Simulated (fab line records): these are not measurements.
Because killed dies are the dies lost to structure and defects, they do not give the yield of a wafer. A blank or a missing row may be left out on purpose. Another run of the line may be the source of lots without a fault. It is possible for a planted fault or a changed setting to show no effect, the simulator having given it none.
fab line records | flow nand-harc
record lots=13 | wafers=39 | last-day=34
route steps=1302 shown P_BONDPAD@386 A_ZERO_WELL@401 A_SOURCE_PLATE@420 A_ONON_D1@428 END@1302
lots with no fault: from the same line, run without faults
start-h: hours from the record's first day to the start of the lot's first wafer shown | wait-h: hours elapsed since this lot's preceding step | " repeats the value in the row above | L1.1+2: one row covering several wafers at once | - either no value or no given start | * or withheld: withheld | < > ~ a bound
route shown NAME@n: a module of which the file shows steps, and the number in the route of the first | usual: mean/standard deviation taken from wafers without a fault | same: alike in all rows | chamber/n: place in a boat | sites: per-site readings | _std_site: the standard deviation of these | _edge_site: mean of outer sites minus mean of inner sites | radius-mm: how far each site lies from the wafer's centre | mask NAME#n: copy n | behind: the last tool/chamber to shape the wafer | hold: why the lot went on hold/how many hours it stayed there/how the hold came to an end | device: which transistor (n, p or np) failed to switch | end of line: the route-end tests of the same wafers | where a step has no rows: the recipe by itself | killed: dies that structure and defects cost at the first sort, which is not the same as the wafer's yield | map: a wafer's dies, x killed, . not, _ none there
set.NAME: the setting that was run; set.NAME@STEP: the one run at that earlier step | model.NAME: the simulator's own value behind a step, which no gauge read
steps of the route over a sample of lots; a table a step, a row a wafer
services: from which hour (start-h, from the record's first day; less than 0 if before it) a tool's chamber was out of use, for how many hours, and why
## steps
# step NHARC_P_BONDPAD_ACTIVATE_29
# recipe time-s=60 | n2-flow-sccm=200 | ar-flow-sccm=0 | bias-power-w=0 | chemistry=N2
# usual drypump-motor-current-A=5.6/0.43 | oes-product-au=0.997/0.011 | rf-vpp-V=64.3/0.78 | showerhead-plenum-p-Torr=1.77/0.059
lot.wafer | tool        | chamber | start-h | wait-h | drypump-motor-current-A | oes-product-au | rf-hours-counter-h | rf-vpp-V | showerhead-plenum-p-Torr
L570.3    | rie-diel-02 | 0       | 145.24  | 0.1    | 4.9                     | 0.987          | 6.3                | 65.3     | 1.83
L570.6    | "           | 1       | "       | "      | 5.3                     | 0.993          | -                  | 64.4     | 1.72
L570.4    | "           | 2       | "       | "      | 5.9                     | 0.991          | -                  | 64.3     | 1.78
L571.4    | rie-diel-12 | 0       | 157.49  | 0.1    | 6.2                     | 0.977          | 2.2                | 63.6     | 1.67
L571.3    | "           | 2       | "       | "      | 5.9                     | 0.989          | 3.7                | 65.1     | 1.78
L571.6    | "           | 0       | "       | "      | 6.2                     | 0.968          | -                  | 62.8     | 1.67
L572.2    | rie-diel-10 | 2       | 161.09  | 0.1    | 5.0                     | 0.988          | 2.4                | 63.9     | 1.79
L572.3    | "           | 1       | "       | "      | 5.8                     | 0.997          | 2.7                | 63.6     | 1.84
L572.5    | "           | 2       | "       | "      | 5.0                     | 1.001          | -                  | 63.7     | 1.79
L573.1    | rie-diel-12 | 0       | 173.96  | 0.1    | 6.2                     | 0.988          | 3.1                | 65.0     | 1.67
L573.4    | "           | 1       | "       | "      | 5.4                     | 0.990          | -                  | 64.6     | 1.85
L573.5    | "           | 3       | "       | "      | 5.6                     | 1.003          | -                  | 64.0     | 1.72
L578.1    | rie-diel-10 | 2       | 227.20  | 0.1    | 5.0                     | 1.009          | 3.9                | 64.2     | 1.79
L578.6    | "           | 0       | "       | "      | 6.2                     | 0.998          | -                  | 63.4     | 1.70
L578.5    | "           | 1       | "       | "      | 5.8                     | 1.001          | -                  | 64.8     | 1.84
L581.1    | rie-diel-02 | 1       | 253.05  | 0.1    | 5.3                     | 0.999          | 1.3                | 64.1     | 1.72
L581.3    | "           | 2       | "       | "      | 5.9                     | 0.991          | 1.1                | 64.4     | 1.77
L581.4    | "           | 2       | "       | "      | 5.9                     | 0.989          | -                  | 65.0     | 1.77
L584.4    | rie-diel-10 | 0       | 287.57  | 0.1    | 6.2                     | 1.003          | 1.1                | 64.2     | 1.70
L584.6    | "           | 2       | "       | "      | 5.0                     | 0.982          | -                  | 64.0     | 1.79
L584.5    | "           | 3       | "       | "      | 5.2                     | 0.986          | -                  | 64.3     | 1.82
L585.4    | rie-diel-12 | 2       | 300.69  | 0.1    | 5.9                     | 0.982          | 1.2                | 64.1     | 1.78
L585.1    | "           | 0       | "       | "      | 6.2                     | 1.008          | 1.6                | 63.3     | 1.67
L585.5    | "           | 1       | "       | "      | 5.4                     | 0.976          | -                  | 63.2     | 1.85
L586.1    | rie-diel-10 | 2       | 313.62  | 0.1    | 5.1                     | 0.989          | 1.7                | 65.8     | 1.79
L586.4    | "           | 3       | "       | "      | 5.2                     | 0.984          | 1.7                | 63.3     | 1.82
L586.5    | "           | 2       | "       | "      | 5.0                     | 0.988          | -                  | 63.2     | 1.79
L587.1    | rie-diel-12 | 2       | 317.82  | 0.1    | 5.9                     | 0.986          | 1.4                | 65.2     | 1.78
L587.2    | "           | 1       | "       | "      | 5.4                     | 0.975          | 1.6                | 64.5     | 1.85
L587.6    | "           | 3       | "       | "      | 5.6                     | 1.004          | -                  | 64.3     | 1.71
L588.2    | rie-diel-12 | 3       | 324.66  | 0.1    | 5.6                     | 1.000          | 2.2                | 65.7     | 1.71
L588.3    | "           | 0       | "       | "      | 6.2                     | 1.006          | 2.3                | 64.0     | 1.67
L588.6    | "           | 2       | "       | "      | 5.9                     | 0.995          | -                  | 64.6     | 1.78
L591.3    | rie-diel-10 | 2       | 359.81  | 0.1    | 5.0                     | 0.997          | 2.7                | 63.6     | 1.79
L591.4    | "           | 3       | "       | "      | 5.2                     | 0.984          | 2.8                | 64.7     | 1.82
L591.5    | "           | 2       | "       | "      | 5.0                     | 0.997          | -                  | 65.0     | 1.79
L592.3    | rie-diel-02 | 2       | 373.08  | 0.1    | 5.9                     | 0.996          | 6.1                | 63.9     | 1.77
L592.4    | "           | 3       | "       | "      | 4.9                     | 1.020          | 4.8                | 64.8     | 1.84
L592.6    | "           | 2       | "       | "      | 5.9                     | 1.005          | -                  | 63.2     | 1.77
# step NHARC_A_ZERO_WELL_CD_MEAS_10
# recipe target-cd-nm=2000 | landing-energy-ev=500
# usual cd-nm=1999.9/2.1
lot.wafer | tool      | chamber | start-h | wait-h | cd-nm
L570.3    | cd-sem-01 | 0       | 146.52  | -      | 1999.4
L570.4    | "         | 0       | "       | "      | 1998.8
L570.6    | "         | 0       | "       | "      | 1998.3
L571.3    | cd-sem-03 | 0       | 158.72  | -      | 2003.2
L571.4    | "         | 0       | "       | "      | 2002.0
L571.6    | "         | 0       | "       | "      | 2000.2
L572.2    | cd-sem-03 | 0       | 162.21  | -      | 1999.6
L572.3    | "         | 0       | "       | "      | 1997.0
L572.5    | "         | 0       | "       | "      | 2000.8
L573.1    | cd-sem-02 | 0       | 175.30  | -      | 1994.8
L573.4    | "         | 0       | "       | "      | 1994.8
L573.5    | "         | 0       | "       | "      | 1999.3
L578.1    | cd-sem-02 | 0       | 228.42  | -      | 2001.0
L578.5    | "         | 0       | "       | "      | 2002.9
L578.6    | "         | 0       | "       | "      | 2001.4
L581.1    | cd-sem-02 | 0       | 254.31  | -      | 1998.7
L581.3    | "         | 0       | "       | "      | 1996.7
L581.4    | "         | 0       | "       | "      | 1997.6
L584.4    | cd-sem-02 | 0       | 288.80  | -      | 2002.6
L584.5    | "         | 0       | "       | "      | 2000.9
L584.6    | "         | 0       | "       | "      | 2001.5
L585.1    | cd-sem-02 | 0       | 301.80  | -      | 2003.0
L585.4    | "         | 0       | "       | "      | 2000.5
L585.5    | "         | 0       | "       | "      | 2000.2
L586.1    | cd-sem-02 | 0       | 314.72  | -      | 1996.9
L586.4    | "         | 0       | "       | "      | 1998.4
L586.5    | "         | 0       | "       | "      | 1996.2
L587.1    | cd-sem-02 | 0       | 319.06  | -      | 2000.4
L587.2    | "         | 0       | "       | "      | 1999.8
L587.6    | "         | 0       | "       | "      | 2003.0
L588.2    | cd-sem-03 | 0       | 325.77  | -      | 1999.3
L588.3    | "         | 0       | "       | "      | 2001.7
L588.6    | "         | 0       | "       | "      | 1999.8
L591.3    | cd-sem-02 | 0       | 360.93  | -      | 2001.0
L591.4    | "         | 0       | "       | "      | 2000.2
L591.5    | "         | 0       | "       | "      | 2000.5
L592.3    | cd-sem-01 | 0       | 374.21  | -      | 1999.8
L592.4    | "         | 0       | "       | "      | 2002.1
L592.6    | "         | 0       | "       | "      | 2000.2
# step NHARC_A_SOURCE_PLATE_THK_MEAS_06
# recipe thk-meas-gauge=ellipsometry
# usual thk-nm=200.5/2.3
lot.wafer | tool          | chamber | start-h | wait-h | thk-nm
L570.3    | film-metro-01 | -       | 167.61  | 0.4    | 200.6
L570.4    | "             | -       | "       | "      | 198.3
L570.6    | "             | -       | "       | "      | 199.5
L571.3    | film-metro-01 | -       | 182.79  | 0.4    | 198.0
L571.4    | "             | -       | "       | "      | 198.2
L571.6    | "             | -       | "       | "      | 202.3
L572.2    | film-metro-01 | -       | 182.79  | 0.4    | 203.0
L572.3    | "             | -       | "       | "      | 202.1
L572.5    | "             | -       | "       | "      | 203.1
L573.1    | film-metro-02 | -       | 196.69  | 0.4    | 199.9
L573.4    | "             | -       | "       | "      | 199.9
L573.5    | "             | -       | "       | "      | 200.9
L578.1    | film-metro-01 | -       | 251.24  | 0.4    | 200.8
L578.5    | "             | -       | "       | "      | 198.5
L578.6    | "             | -       | "       | "      | 198.8
L581.1    | film-metro-01 | -       | 277.00  | 0.4    | 199.7
L581.3    | "             | -       | "       | "      | 200.8
L581.4    | "             | -       | "       | "      | 200.6
L584.4    | film-metro-01 | -       | 308.55  | 0.4    | 197.6
L584.5    | "             | -       | "       | "      | 199.9
L584.6    | "             | -       | "       | "      | 198.5
L585.1    | film-metro-02 | -       | 326.65  | 0.4    | 197.8
L585.4    | "             | -       | "       | "      | 199.5
L585.5    | "             | -       | "       | "      | 197.6
L586.1    | film-metro-02 | -       | 337.97  | 0.4    | 203.4
L586.4    | "             | -       | "       | "      | 201.8
L586.5    | "             | -       | "       | "      | 201.2
L587.1    | film-metro-01 | -       | 337.97  | 0.4    | 203.6
L587.2    | "             | -       | "       | "      | 200.8
L587.6    | "             | -       | "       | "      | 199.9
L588.2    | film-metro-01 | -       | 346.56  | 0.4    | 200.9
L588.3    | "             | -       | "       | "      | 204.6
L588.6    | "             | -       | "       | "      | 201.0
L591.3    | film-metro-01 | -       | 384.58  | 0.4    | 203.0
L591.4    | "             | -       | "       | "      | 201.5
L591.5    | "             | -       | "       | "      | 204.0
L592.3    | film-metro-01 | -       | 396.24  | 0.4    | 196.0
L592.4    | "             | -       | "       | "      | 197.1
L592.6    | "             | -       | "       | "      | 198.5
# step NHARC_A_ONON_D1_DEP_06
# recipe target-thk-a=10000 | n2-flow-sccm=2750 | n2o-flow-sccm=2000 | nh3-flow-sccm=500 | sih4-flow-sccm=210 | temp-c=400
lot.wafer  | tool          | chamber | start-h | wait-h
L570.3+4+6 | pecvd-onon-03 | 0       | 168.99  | 0.2
L572.2+3+5 | pecvd-onon-02 | 0       | 184.12  | 0.1
L571.3+4+6 | pecvd-onon-03 | 0       | 184.21  | 0.2
L573.1+4+5 | pecvd-onon-04 | 0       | 197.95  | 0.1
L578.1+5+6 | pecvd-onon-04 | 0       | 252.57  | 0.1
L581.1+3+4 | pecvd-onon-04 | 0       | 278.26  | 0.1
L584.4+5+6 | pecvd-onon-03 | 0       | 310.01  | 0.2
L585.1+4+5 | pecvd-onon-02 | 0       | 327.94  | 0.1
L586.1+4+5 | pecvd-onon-04 | 0       | 339.23  | 0.1
L587.1+2+6 | pecvd-onon-03 | 0       | 339.23  | 0.1
L588.2+3+6 | pecvd-onon-03 | 0       | 347.87  | 0.1
L591.3+4+5 | pecvd-onon-02 | 0       | 385.99  | 0.2
L592.3+4+6 | pecvd-onon-02 | 0       | 397.67  | 0.2
# step NHARC_A_ONON_D1_THK_MEAS_08
# recipe thk-meas-gauge=ellipsometry
# usual thk-nm=999/6.7
lot.wafer | tool          | chamber | start-h | wait-h | thk-nm
L570.3    | film-metro-01 | -       | 169.38  | -      | 1003
L570.4    | "             | -       | "       | "      | 1004
L570.6    | "             | -       | "       | "      | 1003
L572.2    | film-metro-01 | -       | 184.58  | -      | 1000
L572.3    | "             | -       | "       | "      | 999
L572.5    | "             | -       | "       | "      | 998
L571.3    | film-metro-02 | -       | 184.61  | -      | 1017
L571.4    | "             | -       | "       | "      | 1017
L571.6    | "             | -       | "       | "      | 1017
L573.1    | film-metro-01 | -       | 198.47  | -      | 994
L573.4    | "             | -       | "       | "      | 993
L573.5    | "             | -       | "       | "      | 993
L578.1    | film-metro-01 | -       | 253.07  | -      | 1003
L578.5    | "             | -       | "       | "      | 1307
L578.6    | "             | -       | "       | "      | 1005
L581.1    | film-metro-01 | -       | 278.77  | -      | 997
L581.3    | "             | -       | "       | "      | 1299
L581.4    | "             | -       | "       | "      | 997
L584.4    | film-metro-02 | -       | 310.34  | -      | 1007
L584.5    | "             | -       | "       | "      | 1004
L584.6    | "             | -       | "       | "      | 1006
L585.1    | film-metro-01 | -       | 328.45  | -      | 991
L585.4    | "             | -       | "       | "      | 990
L585.5    | "             | -       | "       | "      | 990
L586.1    | film-metro-02 | -       | 339.74  | -      | 998
L586.4    | "             | -       | "       | "      | 998
L586.5    | "             | -       | "       | "      | 997
L587.1    | film-metro-02 | -       | 339.74  | -      | 995
L587.2    | "             | -       | "       | "      | 995
L587.6    | "             | -       | "       | "      | 994
L588.2    | film-metro-01 | -       | 348.32  | -      | 1011
L588.3    | "             | -       | "       | "      | 1011
L588.6    | "             | -       | "       | "      | 1010
L591.3    | film-metro-01 | -       | 386.38  | -      | 1010
L591.4    | "             | -       | "       | "      | 1011
L591.5    | "             | -       | "       | "      | 1010
L592.3    | film-metro-01 | -       | 398.06  | -      | 995
L592.4    | "             | -       | "       | "      | 996
L592.6    | "             | -       | "       | "      | 994
# step NHARC_END_SORT_01
# recipe temp-c=25
# usual killed-at-array=51/18 | killed-at-other=1.0/1.2 | killed-at-periphery=3.7/2.9 | killed-dies=55/19 | killed-open=3.5/1.9 | killed-short=2.6/1.6
# same gross-dies=677
lot.wafer | tool      | chamber | start-h | wait-h | killed-at-array | killed-at-other | killed-at-periphery | killed-dies | killed-open | killed-short
L578.1    | prober-01 | 0       | 660.07  | 2.5    | 67              | 1               | 2                   | 70          | 4           | 1
L578.5    | prober-01 | 0       | 663.25  | 3.7    | 673             | 1               | 3                   | 677         | 4           | 2
L578.6    | prober-01 | 0       | 664.04  | 4.0    | 81              | 1               | 2                   | 84          | 2           | 4
L581.1    | prober-02 | 0       | 682.92  | 2.5    | 83              | 0               | 6                   | 89          | 4           | 5
L581.3    | prober-02 | 0       | 684.50  | 3.1    | 670             | 0               | 7                   | 677         | 3           | 2
L581.4    | prober-02 | 0       | 685.30  | 3.4    | 80              | 0               | 6                   | 86          | 4           | 2
# killed by level:class
L578.1 A_CHANNEL_HOLE_D1:chamber-film-flake=38 A_SLIT:chamber-film-flake=12 A_CHANNEL_FILL_D1:chamber-film-flake=4 A_CONTACT:chamber-film-flake=4 A_CHANNEL_HOLE_D2:chamber-film-flake=2 A_CHANNEL_HOLE_D2:unspecified=2 A_STAIRCASE:chamber-film-flake=2 P_CONTACT:geometric-particle:short=1
L578.5 A_ONON_D1:area-dep=609 A_CHANNEL_HOLE_D1:chamber-film-flake=35 A_SLIT:chamber-film-flake=14 A_STAIRCASE:chamber-film-flake=4 A_CHANNEL_HOLE_D2:unspecified=3 A_CHANNEL_FILL_D1:chamber-film-flake=2 P_M0:geometric-particle:open=1 P_M0:geometric-particle:short=1
L578.6 A_SLIT:chamber-film-flake=33 A_CHANNEL_HOLE_D1:chamber-film-flake=29 A_CONTACT:chamber-film-flake=8 A_CHANNEL_FILL_D1:chamber-film-flake=3 P_M0:geometric-particle:short=1 A_DECK1_JOINT:geometric-particle:short=1 A_CHANNEL_FILL_D2:geometric-particle:short=1 A_SLIT:geometric-particle:open=1
L581.1 A_SLIT:chamber-film-flake=30 A_CHANNEL_HOLE_D1:chamber-film-flake=25 A_CHANNEL_HOLE_D2:chamber-film-flake=11 P_GATE:chamber-film-flake=4 A_CHANNEL_FILL_D2:chamber-film-flake=4 A_STAIRCASE:chamber-film-flake=3 A_DECK1_JOINT:geometric-particle:open=2 A_WL_FILL:geometric-particle:short=2
L581.3 A_ONON_D1:area-dep=596 A_CHANNEL_HOLE_D1:chamber-film-flake=36 A_CHANNEL_HOLE_D2:chamber-film-flake=14 A_SLIT:chamber-film-flake=10 A_CHANNEL_FILL_D2:chamber-film-flake=4 A_STAIRCASE:chamber-film-flake=3 P_ZERO_WELL:chamber-film-flake=2 P_GATE:chamber-film-flake=2
L581.4 A_SLIT:chamber-film-flake=27 A_CHANNEL_HOLE_D1:chamber-film-flake=26 A_CHANNEL_HOLE_D2:chamber-film-flake=10 P_GATE:chamber-film-flake=4 A_STAIRCASE:chamber-film-flake=3 A_SGD_CUT:chamber-film-flake=3 A_CONTACT:chamber-film-flake=2 A_BONDPAD:chamber-film-flake=2
## services
tool          | chamber | start-h | hours | kind
rie-diel-10   | 0       | 123.59  | -     | clean
rie-diel-10   | 1       | 123.59  | -     | clean
rie-diel-10   | 2       | 123.59  | -     | clean
rie-diel-10   | 3       | 123.59  | -     | clean
rie-diel-12   | 0       | 124.90  | -     | clean
rie-diel-12   | 1       | 124.90  | -     | clean
rie-diel-12   | 2       | 124.90  | -     | clean
rie-diel-12   | 3       | 124.90  | -     | clean
pecvd-onon-04 | -       | 130.00  | 13.0  | pm
rie-diel-12   | 2       | 172.01  | 11.2  | repair
pecvd-onon-02 | -       | 185.59  | 13.0  | pm
rie-diel-10   | 0       | 210.85  | 4.1   | repair
rie-diel-02   | -       | 216.70  | 9.0   | pm
pecvd-onon-03 | -       | 227.00  | 13.0  | pm
rie-diel-12   | -       | 227.82  | 1.0   | repair
rie-diel-10   | -       | 242.50  | 9.0   | pm
rie-diel-02   | 0       | 251.31  | 2.9   | repair
rie-diel-12   | -       | 268.40  | 9.0   | pm
rie-diel-02   | 1       | 274.13  | 2.5   | repair
pecvd-onon-04 | -       | 311.30  | 13.0  | pm
rie-diel-12   | 1       | 331.25  | 12.8  | repair
pecvd-onon-04 | -       | 362.11  | 18.0  | repair
pecvd-onon-02 | -       | 366.59  | 13.0  | pm
rie-diel-02   | -       | 393.70  | 9.0   | pm
## key
first-sign step=NHARC_A_ONON_D1_THK_MEAS_08 | reading=thk-nm | direction=up | sigmas=45 | usual=999 | struck=1303
effect step=NHARC_END_SORT_01 | reading=killed-at-array | direction=up | sigmas=34 | usual=51 | struck=672
more-kills-born-at NHARC_A_ONON_D1_DEP_06@pecvd-onon-04=1205
met-at NHARC_A_ONON_D1_DEP_06
struck-lots L578,L581
struck-wafers L578.5,L581.3
later-rows-left-out L578.5,L581.3
tester-left-out L578,L581
not-acting-at NHARC_P_BONDPAD_ACTIVATE_29,NHARC_A_ZERO_WELL_CD_MEAS_10,NHARC_A_SOURCE_PLATE_THK_MEAS_06
onset-between 197.95 252.57
fault kind=process-parameter-drift | tool=pecvd-onon-04 | chamber=- | onset-h=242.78 | steps=NHARC_A_ONON_D1_DEP_06 | channel=target-thk-a | offset=* | shape=step | end-h=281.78 | scope=struck-wafers-only | acts-in=* | stated=*
# tester-left-out: of these lots the tester's yield and bins aren't shown, on N5 and GAA mostly nor the transistor test; their killed dies are dies lost to structure and defects alone, not to doping, threshold or leakage, so they don't give the yield
# later-rows-left-out: the simulator's readings of these wafers behind a module that went badly wrong aren't trusted and aren't shown, but for the sort
